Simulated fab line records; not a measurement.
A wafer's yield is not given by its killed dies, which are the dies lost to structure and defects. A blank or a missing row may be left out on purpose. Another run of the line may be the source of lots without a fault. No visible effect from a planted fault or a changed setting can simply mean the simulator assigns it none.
fab line records	flow n5_finfet
record lots=11	wafers=33	last_day=17
route steps=1938 shown BEOL_M2@910 BEOL_M4@1111 PASSIVATION@1936
lots that met no fault: from a run of the same line without faults
start_h: hours from the record's first day to the start of the lot's first wafer shown	wait_h: time in hours since the lot's previous step	" as in the row above	L1.1+2: a row that stands for several wafers	- no value, or no start was given	* or withheld: withheld	< > ~ a bound
route shown NAME@n: a module of which the file shows steps, and the number in the route of the first	usual: mean/standard deviation taken from wafers without a fault	same: alike in all rows	chamber/n: place in a boat	sites: readings site by site	_std_site: their standard deviation	_edge_site: mean of outer sites minus mean of inner sites	radius_mm: how far each site lies from the wafer's centre	mask NAME#n: copy n	behind: tool/chamber where the wafer was last shaped	hold: cause of the lot's hold/its duration in hours/its outcome	device: whichever transistor did not switch (one of n, p or np)	end of line: tests run on the same wafers once the route is complete	step lacking rows: just its recipe	killed: the dies lost at the first sort to structure and to defects; this is not the yield of the wafer	map: shows each die of a wafer: x if killed, . if not, _ if none is there
set.NAME: the setting as run; set.NAME@STEP: as run at that earlier step	model.NAME: the simulator's own value behind a step, which no gauge read
the route's steps for a sample of lots (tables are steps, rows are wafers)
## steps
# step N5_BEOL_M2_SPUTTER_86
# recipe material=Cu	target_thk_a=45	temp_c=-20	chamber_pressure_pa=0.07	power_w=withheld	time_s=8.29
# usual chuck_sensor_temp_C=-15.9/0.47	throttle_valve_pct=30.1/1.1
lot.wafer	tool	chamber	start_h	wait_h	chuck_sensor_temp_C	throttle_valve_pct
L893.4	pvd_sputter-01	-	151.63	0.1	-16.1	29.4
L893.5	"	-	"	"	-16.3	31.7
L893.6	"	-	"	"	-16.5	31.2
L894.2	pvd_sputter-03	-	154.38	0.1	-16.2	30.9
L894.4	"	-	"	"	-15.9	31.5
L894.6	"	-	"	"	-16.2	29.4
L895.1	pvd_sputter-02	-	160.80	0.1	-15.2	29.6
L895.2	"	-	"	"	-15.4	28.2
L895.5	"	-	"	"	-15.0	29.1
L900.3	pvd_sputter-01	-	189.39	0.1	-16.7	30.8
L900.4	"	-	"	"	-16.1	29.5
L900.5	"	-	"	"	-16.1	31.4
L899.1	pvd_sputter-01	-	196.29	0.1	-16.5	31.3
L899.3	"	-	"	"	-15.9	29.2
L899.6	"	-	"	"	-16.4	31.6
L901.2	pvd_sputter-01	-	198.13	0.1	-16.4	30.9
L901.3	"	-	"	"	-15.8	31.1
L901.5	"	-	"	"	-16.5	31.0
L903.1	pvd_sputter-01	-	201.57	0.1	-15.9	29.4
L903.3	"	-	"	"	-16.5	31.3
L903.6	"	-	"	"	-16.1	31.2
L909.2	pvd_sputter-01	-	241.51	0.1	-15.9	29.7
L909.3	"	-	"	"	-16.5	30.9
L909.4	"	-	"	"	-16.3	31.6
L910.3	pvd_sputter-01	-	249.15	0.1	-16.3	31.5
L910.5	"	-	"	"	-16.0	31.1
L910.6	"	-	"	"	-16.6	31.1
L911.2	pvd_sputter-03	-	256.73	0.1	-16.3	31.0
L911.5	"	-	"	"	-15.9	31.3
L911.6	"	-	"	"	-16.2	29.5
L913.1	pvd_sputter-02	-	263.43	0.1	-16.5	29.6
L913.5	"	-	"	"	-15.1	29.3
L913.6	"	-	"	"	-15.4	29.6
# step N5_BEOL_M2_ANNEAL_87
# recipe temp_c=400	time_s=240	ambient=vacuum
# usual heater_power_w=849/93	susceptor_temp_C=400.00/0.25
lot.wafer	tool	chamber	start_h	wait_h	heater_power_w	susceptor_temp_C
L893.4	pvd_sputter-01	-	151.71	0.0	962	400.59
L893.5	"	-	"	"	984	400.28
L893.6	"	-	"	"	876	400.11
L894.2	pvd_sputter-03	-	154.46	0.0	803	400.11
L894.4	"	-	"	"	760	400.08
L894.6	"	-	"	"	824	400.13
L895.1	pvd_sputter-02	-	160.88	0.0	826	399.99
L895.2	"	-	"	"	1000	399.94
L895.5	"	-	"	"	765	400.11
L900.3	pvd_sputter-01	-	189.47	0.0	-	-
L900.4	"	-	"	"	-	-
L900.5	"	-	"	"	-	-
L899.1	pvd_sputter-01	-	196.37	0.0	-	-
L899.3	"	-	"	"	-	-
L899.6	"	-	"	"	-	-
L901.2	pvd_sputter-01	-	198.21	0.0	-	-
L901.3	"	-	"	"	-	-
L901.5	"	-	"	"	-	-
L903.1	pvd_sputter-01	-	201.65	0.0	920	400.00
L903.3	"	-	"	"	967	399.80
L903.6	"	-	"	"	839	399.65
L909.2	pvd_sputter-01	-	241.59	0.0	944	399.84
L909.3	"	-	"	"	858	399.93
L909.4	"	-	"	"	938	399.62
L910.3	pvd_sputter-01	-	249.23	0.0	955	399.83
L910.5	"	-	"	"	837	400.00
L910.6	"	-	"	"	845	399.99
L911.2	pvd_sputter-03	-	256.81	0.0	793	400.03
L911.5	"	-	"	"	792	400.29
L911.6	"	-	"	"	812	400.08
L913.1	pvd_sputter-02	-	263.51	0.0	673	399.99
L913.5	"	-	"	"	776	400.18
L913.6	"	-	"	"	827	399.79
# step N5_BEOL_M2_ANNEAL_91
# recipe temp_c=400	time_s=240	ambient=vacuum
# usual heater_power_w=851/94	susceptor_temp_C=399.99/0.25
lot.wafer	tool	chamber	start_h	wait_h	heater_power_w	susceptor_temp_C
L893.4	pvd_sputter-01	-	152.15	0.0	943	400.39
L893.5	"	-	"	"	980	399.90
L893.6	"	-	"	"	860	400.39
L894.2	pvd_sputter-03	-	154.90	0.0	804	399.69
L894.4	"	-	"	"	771	399.53
L894.6	"	-	"	"	777	400.06
L895.1	pvd_sputter-02	-	161.32	0.0	825	399.88
L895.2	"	-	"	"	1001	399.84
L895.5	"	-	"	"	770	399.72
L900.3	pvd_sputter-01	-	189.91	0.0	883	400.01
L900.4	"	-	"	"	938	399.82
L900.5	"	-	"	"	866	400.20
L899.1	pvd_sputter-01	-	196.81	0.0	981	399.66
L899.3	"	-	"	"	951	400.51
L899.6	"	-	"	"	946	400.02
L901.2	pvd_sputter-01	-	198.65	0.0	869	400.46
L901.3	"	-	"	"	874	400.24
L901.5	"	-	"	"	853	400.08
L903.1	pvd_sputter-01	-	202.09	0.0	953	400.42
L903.3	"	-	"	"	941	399.94
L903.6	"	-	"	"	858	400.49
L909.2	pvd_sputter-01	-	242.03	0.0	933	399.96
L909.3	"	-	"	"	864	400.16
L909.4	"	-	"	"	950	400.22
L910.3	pvd_sputter-01	-	249.67	0.0	972	399.75
L910.5	"	-	"	"	848	400.23
L910.6	"	-	"	"	871	399.80
L911.2	pvd_sputter-03	-	257.25	0.0	787	400.23
L911.5	"	-	"	"	762	399.99
L911.6	"	-	"	"	816	400.17
L913.1	pvd_sputter-02	-	263.95	0.0	688	400.09
L913.5	"	-	"	"	793	399.97
L913.6	"	-	"	"	792	400.01
# step N5_BEOL_M2_SPUTTER_92
# recipe material=Cu	target_thk_a=45	temp_c=-20	chamber_pressure_pa=0.07	power_w=withheld	time_s=8.29
# usual chuck_sensor_temp_C=-15.9/0.48	throttle_valve_pct=30.1/1.1
lot.wafer	tool	chamber	start_h	wait_h	chuck_sensor_temp_C	throttle_valve_pct
L893.4	pvd_sputter-01	-	152.29	0.1	-15.9	29.7
L893.5	"	-	"	"	-16.4	31.5
L893.6	"	-	"	"	-16.6	30.7
L894.2	pvd_sputter-03	-	155.04	0.1	-16.3	31.0
L894.4	"	-	"	"	-15.7	31.3
L894.6	"	-	"	"	-16.4	29.2
L895.1	pvd_sputter-02	-	161.46	0.1	-15.4	29.4
L895.2	"	-	"	"	-15.3	28.1
L895.5	"	-	"	"	-15.3	29.0
L900.3	pvd_sputter-01	-	190.05	0.1	-16.5	31.0
L900.4	"	-	"	"	-15.9	29.5
L900.5	"	-	"	"	-16.0	31.5
L899.1	pvd_sputter-01	-	196.95	0.1	-16.3	31.6
L899.3	"	-	"	"	-16.0	29.4
L899.6	"	-	"	"	-16.3	31.3
L901.2	pvd_sputter-01	-	198.79	0.1	-16.5	31.0
L901.3	"	-	"	"	-15.8	31.5
L901.5	"	-	"	"	-16.6	31.1
L903.1	pvd_sputter-01	-	202.23	0.1	-15.9	29.5
L903.3	"	-	"	"	-16.5	31.7
L903.6	"	-	"	"	-15.7	31.5
L909.2	pvd_sputter-01	-	242.17	0.1	-16.2	29.4
L909.3	"	-	"	"	-16.4	31.1
L909.4	"	-	"	"	-16.4	31.4
L910.3	pvd_sputter-01	-	249.81	0.1	-16.4	31.5
L910.5	"	-	"	"	-15.9	31.5
L910.6	"	-	"	"	-16.6	30.8
L911.2	pvd_sputter-03	-	257.39	0.1	-16.3	31.1
L911.5	"	-	"	"	-15.6	31.1
L911.6	"	-	"	"	-16.3	29.3
L913.1	pvd_sputter-02	-	264.09	0.1	-16.4	29.6
L913.5	"	-	"	"	-15.2	29.6
L913.6	"	-	"	"	-15.2	29.1
# step N5_BEOL_M4_RC_MEAS_101
# usual DIBL_N=36.7/1.8	DIBL_P=37.0/2.4	IOFF_N=0.17/0.036	IOFF_P=0.22/0.042	ION_N=673/12	ION_P=462/8.5	SS_N=71.7/0.62	SS_P=73.4/0.65	VT_N=250/3.7	VT_P=-250/3.7
lot.wafer	tool	chamber	start_h	wait_h	DIBL_N[mV/V]	DIBL_P[mV/V]	IOFF_N[nA/um]	IOFF_P[nA/um]	ION_N[uA/um]	ION_P[uA/um]	SS_N[mV/dec]	SS_P[mV/dec]	VT_N[mV]	VT_P[mV]
L894.2	prober-02	0	188.56	0.2	38.5	39.0	0.19	0.25	671	461	71.5	73.3	250	-250
L894.4	"	0	"	"	38.2	39.0	0.21	0.24	675	460	71.9	74.6	245	-250
L894.6	"	0	"	"	37.8	37.4	0.19	0.22	667	457	72.0	73.4	250	-249
L893.4	prober-01	0	190.83	0.5	38.0	39.7	0.19	0.24	682	462	72.3	73.6	247	-250
L893.5	"	0	"	"	36.5	37.5	0.16	0.20	676	460	71.0	73.5	250	-252
L893.6	"	0	"	"	37.5	39.1	0.18	0.23	678	458	71.5	74.0	248	-251
L895.1	prober-02	0	195.99	0.0	36.8	37.0	0.15	0.20	660	460	72.2	73.1	252	-253
L895.2	"	0	"	"	36.4	36.0	0.14	0.18	666	460	71.8	73.5	253	-255
L895.5	"	0	"	"	38.0	38.4	0.18	0.21	667	457	72.5	73.6	251	-253
L900.3	prober-02	0	224.45	0.3	36.2	37.7	0.16	0.22	675	471	71.6	73.5	249	-246
L900.4	"	0	"	"	33.3	33.2	0.12	0.17	663	460	71.1	72.6	254	-251
L900.5	"	0	"	"	37.4	38.6	0.18	0.25	677	468	72.3	73.3	248	-248
L899.1	prober-01	0	233.22	0.0	35.5	35.9	0.15	0.21	669	461	71.5	72.5	248	-252
L899.3	"	0	"	"	36.9	37.3	0.17	0.22	669	460	72.1	73.8	250	-252
L899.6	"	0	"	"	39.9	40.9	0.24	0.27	687	463	73.2	74.7	244	-250
L901.2	prober-02	0	233.76	0.2	41.1	41.2	0.24	0.27	692	467	72.5	73.7	244	-251
L901.3	"	0	"	"	38.2	38.3	0.18	0.20	672	456	72.0	73.1	248	-255
L901.5	"	0	"	"	37.5	37.9	0.17	0.21	670	451	71.7	73.3	247	-251
L903.1	prober-01	0	239.43	0.0	36.1	37.0	0.14	0.20	658	454	70.6	73.7	254	-250
L903.3	"	0	"	"	34.9	35.6	0.12	0.18	649	449	71.2	73.3	256	-251
L903.6	"	0	"	"	35.9	35.9	0.13	0.19	659	455	71.2	73.3	251	-254
L909.2	prober-02	0	272.55	0.2	34.4	35.6	0.13	0.18	669	461	69.5	72.7	251	-253
L909.3	"	0	"	"	36.2	37.1	0.15	0.22	677	474	71.6	73.1	249	-247
L909.4	"	0	"	"	34.7	35.4	0.13	0.18	654	457	71.0	73.0	251	-251
L910.3	prober-02	0	282.98	0.3	39.3	41.1	0.23	0.29	690	478	71.9	73.8	243	-244
L910.5	"	0	"	"	40.1	41.8	0.24	0.32	694	473	72.3	74.4	243	-242
L910.6	"	0	"	"	37.9	40.0	0.21	0.28	692	478	72.5	74.2	243	-242
L911.2	prober-02	0	287.12	0.2	38.5	35.5	0.19	0.22	677	463	73.4	73.6	249	-246
L911.5	"	0	"	"	36.2	32.7	0.14	0.17	662	453	71.1	72.6	253	-251
L911.6	"	0	"	"	35.7	33.9	0.16	0.20	686	471	71.4	72.8	250	-249
L913.1	prober-01	0	300.55	0.0	35.7	34.9	0.15	0.19	678	461	71.4	73.1	251	-249
L913.5	"	0	"	"	36.7	36.2	0.17	0.22	686	464	71.0	73.8	250	-249
L913.6	"	0	"	"	32.1	30.0	0.10	0.14	662	456	70.7	72.4	256	-255
# step N5_PASSIVATION_PROBE_49
# usual defect_limited_yield=91.1/1.4	killed_at_M0_to_M3=32/9.3	killed_at_M4_up=13/5.8	killed_at_contacts=12/6.3	killed_at_front_end=44/12	killed_at_other=3.6/2.7	killed_dies=104/17	killed_open=69/13	killed_short=34/6.9	sort_bin_5_function=5.2/0.98	sort_bin_6_memory=3.3/0.59	sort_bin_8_speed=0.01/0.039	sort_n_pass=1075/17
# same gross_dies=1180	killed_at_back_side=0	sort_bin_4_leakage[%]=0
lot.wafer	tool	chamber	start_h	wait_h	defect_limited_yield[%]	killed_at_M0_to_M3	killed_at_M4_up	killed_at_contacts	killed_at_front_end	killed_at_other	killed_dies	killed_open	killed_short	sort_bin_5_function[%]	sort_bin_6_memory[%]	sort_bin_8_speed[%]	sort_n_pass
L893.4	prober-01	-	288.09	0.2	90.2	35	11	10	54	6	116	64	43	5.9	3.1	0	1064
L893.5	prober-01	-	288.14	0.2	91.7	26	5	13	53	1	98	62	35	5.3	2.8	0	1082
L893.6	prober-01	-	288.19	0.3	91.7	39	12	11	32	4	98	70	28	4.7	3.5	0	1082
L894.2	prober-01	-	292.65	0.1	90.6	20	17	11	62	1	111	74	32	5.3	3.4	0	1069
L894.4	prober-01	-	292.75	0.2	91.0	33	11	6	54	2	106	67	38	5.8	3.1	0	1074
L894.6	prober-01	-	292.85	0.3	92.9	31	18	13	21	1	84	57	26	4.1	2.8	0	1096
L895.1	prober-02	-	301.94	0.0	90.1	21	18	24	47	7	117	84	32	6.5	3.1	0	1063
L895.2	prober-02	-	301.99	0.1	91.7	24	23	8	40	3	98	56	31	4.0	3.6	0	1082
L895.5	prober-02	-	302.14	0.2	91.5	27	15	13	38	7	100	71	28	5.8	2.5	0	1080
L900.3	prober-01	-	332.76	0.1	92.8	37	6	5	32	5	85	59	24	4.3	2.8	0	1095
L900.4	prober-01	-	332.81	0.2	90.7	38	13	6	43	10	110	69	36	5.6	3.3	0	1070
L900.5	prober-01	-	332.86	0.2	94.0	29	2	5	22	13	71	47	24	3.4	2.3	0	1109
L899.1	prober-01	-	336.53	0.0	89.1	35	12	9	71	2	129	88	40	6.8	3.6	0	1051
L899.3	prober-01	-	336.63	0.1	89.7	40	18	9	51	4	122	83	33	6.1	3.6	0	1058
L899.6	prober-01	-	336.78	0.3	91.0	28	18	8	49	3	106	70	35	4.4	4.0	0	1074
L901.2	prober-01	-	341.14	0.1	89.6	41	6	17	53	6	123	91	32	6.5	3.4	0	1057
L901.3	prober-01	-	341.19	0.1	91.4	24	12	16	47	3	102	64	36	5.3	3.1	0.08	1078
L901.5	prober-01	-	341.29	0.2	92.5	34	9	7	36	3	89	55	32	4.2	3.0	0.17	1091
L903.1	prober-01	-	345.08	0.0	90.1	48	18	18	32	1	117	84	32	6.0	3.7	0	1063
L903.3	prober-01	-	345.18	0.1	88.5	38	24	21	52	1	136	98	38	7.1	4.2	0	1044
L903.6	prober-01	-	345.33	0.3	89.2	44	15	26	43	0	128	78	50	6.1	4.1	0	1052
L909.2	prober-02	-	376.23	0.1	88.6	34	9	18	69	4	134	91	43	7.0	3.8	0	1046
L909.3	prober-02	-	376.28	0.1	88.6	40	10	8	73	3	134	94	36	6.8	3.8	0	1046
L909.4	prober-02	-	376.33	0.2	90.6	34	8	10	53	6	111	77	32	4.9	3.9	0	1069
L911.2	prober-01	-	392.20	0.1	92.1	33	11	14	30	5	93	63	30	4.4	3.2	0	1087
L911.5	prober-01	-	392.35	0.2	91.7	26	15	19	32	6	98	69	29	5.3	3.0	0	1082
L911.6	prober-01	-	392.40	0.3	88.7	43	17	14	57	2	133	94	39	6.7	4.3	0	1047
L910.3	prober-01	-	398.27	0.1	91.9	27	9	11	47	2	96	69	27	4.9	3.1	0	1084
L910.5	prober-01	-	398.37	0.2	90.1	39	6	26	44	2	117	77	39	5.5	4.2	0	1063
L910.6	prober-01	-	398.42	0.3	91.9	24	13	14	44	1	96	63	32	4.7	3.0	0	1084
L913.1	prober-01	-	418.77	0.0	92.4	31	13	11	32	3	90	54	32	4.3	2.7	0	1090
L913.5	prober-01	-	418.97	0.2	93.0	29	11	8	32	3	83	55	24	4.2	2.5	0	1097
L913.6	prober-01	-	419.02	0.3	93.8	18	7	12	33	3	73	51	21	3.6	2.4	0	1107
# killed by level:class
L893.4 FIN_SAQP:geometric_particle:open=14 BEOL_M0_SAQP:geometric_particle:short=10 MOL_CONTACT_COAG:geometric_particle:open=8 BEOL_M0_SAQP:geometric_particle:open=8 STI_FIN_REVEAL:geometric_particle:open=7 GATE_CUT:geometric_particle:short=7 FIN_SAQP:geometric_particle:short=6 BEOL_M1:geometric_particle:open=6
L893.5 FIN_SAQP:geometric_particle:short=18 FIN_SAQP:geometric_particle:open=14 BEOL_M1:geometric_particle:open=9 MOL_CONTACT_COAG:geometric_particle:open=9 STI_FIN_REVEAL:geometric_particle:open=6 BEOL_M0_SAQP:geometric_particle:open=6 STARTING-WAFER:geometric_particle:open=5 MOL_CONTACT_COAG:geometric_particle:short=4
L893.6 FIN_SAQP:geometric_particle:open=13 MOL_CONTACT_COAG:geometric_particle:open=10 BEOL_M1:geometric_particle:open=9 FIN_SAQP:geometric_particle:short=8 BEOL_M3:geometric_particle:open=6 BEOL_M0_SAQP:geometric_particle:open=5 BEOL_M0:geometric_particle:open=5 BEOL_M1:geometric_particle:short=4
L894.2 FIN_SAQP:geometric_particle:open=20 BEOL_M4:geometric_particle:open=11 FIN_SAQP:geometric_particle:short=9 MOL_CONTACT_COAG:geometric_particle:open=8 STI_FIN_REVEAL:geometric_particle:open=5 DUMMY_GATE:geometric_particle:open=4 BEOL_M0_SAQP:geometric_particle:open=4 HKMG_FIN:area_etch=4
L894.4 FIN_SAQP:geometric_particle:short=14 STI_FIN_REVEAL:geometric_particle:open=11 FIN_SAQP:geometric_particle:open=9 BEOL_M3:geometric_particle:open=9 BEOL_M0_SAQP:geometric_particle:open=7 MOL_CONTACT_COAG:geometric_particle:open=5 STARTING-WAFER:geometric_particle:open=5 GATE_CUT:geometric_particle:short=4
L894.6 MOL_CONTACT_COAG:geometric_particle:open=10 BEOL_M3:geometric_particle:open=8 BEOL_M4:geometric_particle:open=7 BEOL_M0_SAQP:geometric_particle:open=5 STI_FIN_REVEAL:geometric_particle:open=4 GATE_CUT:geometric_particle:short=4 BEOL_M0:geometric_particle:short=4 BEOL_M7:geometric_particle:open=4
L895.1 MOL_CONTACT_COAG:geometric_particle:open=19 FIN_SAQP:geometric_particle:open=13 BEOL_M4:geometric_particle:open=10 FIN_SAQP:geometric_particle:short=8 STI_FIN_REVEAL:geometric_particle:open=8 BEOL_M0_SAQP:geometric_particle:open=6 MOL_CONTACT_COAG:geometric_particle:short=5 BEOL_M0_SAQP:geometric_particle:short=5
L895.2 BEOL_M4:geometric_particle:open=13 MOL_CONTACT_COAG:geometric_particle:open=8 BEOL_M0_SAQP:geometric_particle:open=8 HKMG_FIN:area_etch=8 FIN_SAQP:geometric_particle:short=6 GATE_CUT:geometric_particle:short=6 FIN_SAQP:geometric_particle:open=5 BEOL_M0_SAQP:geometric_particle:short=5
L895.5 FIN_SAQP:geometric_particle:open=15 MOL_CONTACT_COAG:geometric_particle:open=12 BEOL_M3:geometric_particle:open=8 FIN_SAQP:geometric_particle:short=7 STI_FIN_REVEAL:geometric_particle:open=7 BEOL_M0_SAQP:geometric_particle:short=7 BEOL_M4:geometric_particle:open=5 BEOL_M4:geometric_particle:short=4
L900.3 BEOL_M3:geometric_particle:open=12 STI_FIN_REVEAL:geometric_particle:open=10 BEOL_M1:geometric_particle:open=10 DUMMY_GATE:geometric_particle:open=5 BEOL_M3:geometric_particle:short=5 FIN_SAQP:geometric_particle:open=3 SPACER0:geometric_particle:short=3 MOL_CONTACT_COAG:geometric_particle:open=3
L900.4 STI_FIN_REVEAL:geometric_particle:open=10 DUMMY_GATE:geometric_particle:open=10 BEOL_M1:geometric_particle:open=6 BEOL_M2:geometric_particle:open=6 BEOL_M3:geometric_particle:open=6 MOL_CONTACT_COAG:geometric_particle:open=5 BEOL_M0:geometric_particle:open=5 MIM_TOP_ETCH:geometric_particle:short=5
L900.5 BEOL_M1:geometric_particle:open=10 BEOL_M3:geometric_particle:open=9 DUMMY_GATE:geometric_particle:open=4 GATE_CUT:geometric_particle:short=4 MIM_TOP_ETCH:geometric_particle:open=4 MOL_CONTACT_COAG:geometric_particle:open=3 BEOL_M2:geometric_particle:open=3 STARTING-WAFER:geometric_particle:short=3
L899.1 FIN_SAQP:geometric_particle:open=18 STI_FIN_REVEAL:geometric_particle:open=16 FIN_SAQP:geometric_particle:short=13 BEOL_M1:geometric_particle:open=9 BEOL_M4:geometric_particle:open=9 MOL_CONTACT_COAG:geometric_particle:open=8 BEOL_M2:geometric_particle:short=7 BEOL_M2:geometric_particle:open=5
L899.3 STI_FIN_REVEAL:geometric_particle:open=23 BEOL_M0_SAQP:geometric_particle:short=11 BEOL_M4:geometric_particle:open=10 FIN_SAQP:geometric_particle:open=8 MOL_CONTACT_COAG:geometric_particle:open=8 BEOL_M1:geometric_particle:open=8 BEOL_M0_SAQP:geometric_particle:open=7 BEOL_M2:geometric_particle:open=5
L899.6 STI_FIN_REVEAL:geometric_particle:open=13 DUMMY_GATE:geometric_particle:open=11 BEOL_M2:geometric_particle:open=7 BEOL_M5:geometric_particle:open=7 GATE_CUT:geometric_particle:short=7 BEOL_M1:geometric_particle:open=6 MOL_CONTACT_COAG:geometric_particle:short=5 BEOL_M0_SAQP:geometric_particle:short=5
L901.2 MOL_CONTACT_COAG:geometric_particle:open=16 STI_FIN_REVEAL:geometric_particle:open=10 FIN_SAQP:geometric_particle:open=9 BEOL_M3:geometric_particle:open=8 BEOL_M1:geometric_particle:open=7 BEOL_M2:geometric_particle:open=7 FIN_SAQP:geometric_particle:short=6 BEOL_M0_SAQP:geometric_particle:open=6
L901.3 FIN_SAQP:geometric_particle:short=15 MOL_CONTACT_COAG:geometric_particle:open=15 BEOL_M1:geometric_particle:open=11 FIN_SAQP:geometric_particle:open=6 DUMMY_GATE:geometric_particle:open=5 BEOL_M2:geometric_particle:open=4 STI_FIN_REVEAL:geometric_particle:open=3 ILD0:geometric_particle:short=3
L901.5 BEOL_M0_SAQP:geometric_particle:short=9 STI_FIN_REVEAL:geometric_particle:open=8 GATE_CUT:geometric_particle:open=8 BEOL_M0_SAQP:geometric_particle:open=6 BEOL_M4:geometric_particle:open=6 GATE_CUT:geometric_particle:short=4 MOL_CONTACT_COAG:geometric_particle:open=4 BEOL_M3:geometric_particle:open=4
L903.1 BEOL_M2:geometric_particle:open=23 MOL_CONTACT_COAG:geometric_particle:open=15 BEOL_M4:geometric_particle:open=12 BEOL_M0_SAQP:geometric_particle:open=10 BEOL_M0_SAQP:geometric_particle:short=10 FIN_SAQP:geometric_particle:open=7 FIN_SAQP:geometric_particle:short=6 STI_FIN_REVEAL:geometric_particle:open=5
L903.3 BEOL_M2:geometric_particle:open=21 MOL_CONTACT_COAG:geometric_particle:open=17 STI_FIN_REVEAL:geometric_particle:open=12 BEOL_M4:geometric_particle:open=9 FIN_SAQP:geometric_particle:open=7 DUMMY_GATE:geometric_particle:open=6 BEOL_M0_SAQP:geometric_particle:short=6 FIN_SAQP:geometric_particle:short=5
L903.6 BEOL_M2:geometric_particle:open=20 MOL_CONTACT_COAG:geometric_particle:open=17 BEOL_M1:geometric_particle:short=10 MOL_CONTACT_COAG:geometric_particle:short=9 FIN_SAQP:geometric_particle:short=8 STI_FIN_REVEAL:geometric_particle:open=7 BEOL_M4:geometric_particle:open=7 DUMMY_GATE:geometric_particle:open=6
L909.2 STI_FIN_REVEAL:geometric_particle:open=18 MOL_CONTACT_COAG:geometric_particle:open=15 GATE_CUT:geometric_particle:short=11 BEOL_M0_SAQP:geometric_particle:short=11 FIN_SAQP:geometric_particle:open=9 DUMMY_GATE:geometric_particle:open=9 BEOL_M0_SAQP:geometric_particle:open=9 BEOL_M2:geometric_particle:open=9
L909.3 STI_FIN_REVEAL:geometric_particle:open=18 FIN_SAQP:geometric_particle:open=16 DUMMY_GATE:geometric_particle:open=11 FIN_SAQP:geometric_particle:short=9 BEOL_M2:geometric_particle:open=8 BEOL_M0:geometric_particle:open=8 MOL_CONTACT_COAG:geometric_particle:open=7 BEOL_M4:geometric_particle:open=7
L909.4 BEOL_M0_SAQP:geometric_particle:open=10 STI_FIN_REVEAL:geometric_particle:open=8 MOL_CONTACT_COAG:geometric_particle:open=8 FIN_SAQP:geometric_particle:open=7 STARTING-WAFER:geometric_particle:open=7 GATE_CUT:geometric_particle:short=6 BEOL_M3:geometric_particle:open=6 FIN_SAQP:geometric_particle:short=5
L911.2 BEOL_M3:geometric_particle:open=12 MOL_CONTACT_COAG:geometric_particle:open=11 FIN_SAQP:geometric_particle:open=7 FIN_SAQP:geometric_particle:short=6 BEOL_M0_SAQP:geometric_particle:short=6 DUMMY_GATE:geometric_particle:open=5 BEOL_M0_SAQP:geometric_particle:open=4 BEOL_M2:geometric_particle:open=4
L911.5 MOL_CONTACT_COAG:geometric_particle:open=13 BEOL_M3:geometric_particle:open=8 FIN_SAQP:geometric_particle:short=6 BEOL_M4:geometric_particle:open=6 MOL_CONTACT_COAG:geometric_particle:short=6 BEOL_M2:geometric_particle:open=6 STI_FIN_REVEAL:geometric_particle:open=5 FIN_SAQP:geometric_particle:open=4
L911.6 FIN_SAQP:geometric_particle:open=13 BEOL_M0_SAQP:geometric_particle:short=11 MOL_CONTACT_COAG:geometric_particle:open=10 BEOL_M4:geometric_particle:open=10 STI_FIN_REVEAL:geometric_particle:open=9 BEOL_M0_SAQP:geometric_particle:open=9 DUMMY_GATE:geometric_particle:open=7 BEOL_M3:geometric_particle:open=7
L910.3 FIN_SAQP:geometric_particle:open=16 BEOL_M1:geometric_particle:open=11 MOL_CONTACT_COAG:geometric_particle:open=11 FIN_SAQP:geometric_particle:short=8 BEOL_M3:geometric_particle:open=8 STI_FIN_REVEAL:geometric_particle:open=5 BEOL_M0_SAQP:geometric_particle:open=4 STARTING-WAFER:geometric_particle:short=4
L910.5 MOL_CONTACT_COAG:geometric_particle:open=21 BEOL_M1:geometric_particle:open=10 GATE_CUT:geometric_particle:short=8 FIN_SAQP:geometric_particle:open=7 BEOL_M3:geometric_particle:open=7 BEOL_M0_SAQP:geometric_particle:short=7 SPACER0:geometric_particle:open=6 MOL_CONTACT_COAG:geometric_particle:short=5
L910.6 FIN_SAQP:geometric_particle:open=13 MOL_CONTACT_COAG:geometric_particle:open=10 FIN_SAQP:geometric_particle:short=7 GATE_CUT:geometric_particle:short=6 BEOL_M0_SAQP:geometric_particle:open=5 BEOL_M4:geometric_particle:open=5 STI_FIN_REVEAL:geometric_particle:open=4 GATE_CUT:geometric_particle:open=4
L913.1 FIN_SAQP:geometric_particle:open=12 BEOL_M2:geometric_particle:open=10 MOL_CONTACT_COAG:geometric_particle:open=7 BEOL_M0_SAQP:geometric_particle:open=7 BEOL_M0_SAQP:geometric_particle:short=7 FIN_SAQP:geometric_particle:short=4 STI_FIN_REVEAL:geometric_particle:short=4 STI_FIN_REVEAL:geometric_particle:open=3
L913.5 BEOL_M2:geometric_particle:open=12 STI_FIN_REVEAL:geometric_particle:open=10 BEOL_M0_SAQP:geometric_particle:short=8 MOL_CONTACT_COAG:geometric_particle:open=5 BEOL_M0_SAQP:geometric_particle:open=4 BEOL_M1:geometric_particle:open=4 FIN_SAQP:geometric_particle:open=3 FIN_SAQP:geometric_particle:short=3
L913.6 FIN_SAQP:geometric_particle:open=11 MOL_CONTACT_COAG:geometric_particle:open=11 FIN_SAQP:geometric_particle:short=5 BEOL_M0:geometric_particle:open=4 BEOL_M4:geometric_particle:open=4 ILD0:geometric_particle:short=3 BEOL_M2:geometric_particle:open=3 BEOL_M3:geometric_particle:open=3
## key
first_sign step=N5_BEOL_M2_ANNEAL_87	reading=tool_record	direction=missing
effect none on later readings
met_at N5_BEOL_M2_ANNEAL_87
struck_lots L899,L900,L901
not_acting_at N5_BEOL_M2_SPUTTER_86,N5_BEOL_M2_ANNEAL_91,N5_BEOL_M2_SPUTTER_92
onset_between 151.71 189.47
fault kind=skipped_step_whole	tool=pvd_sputter-01	chamber=-	onset_h=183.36	steps=N5_BEOL_M2_ANNEAL_87	scope=struck_lots_only
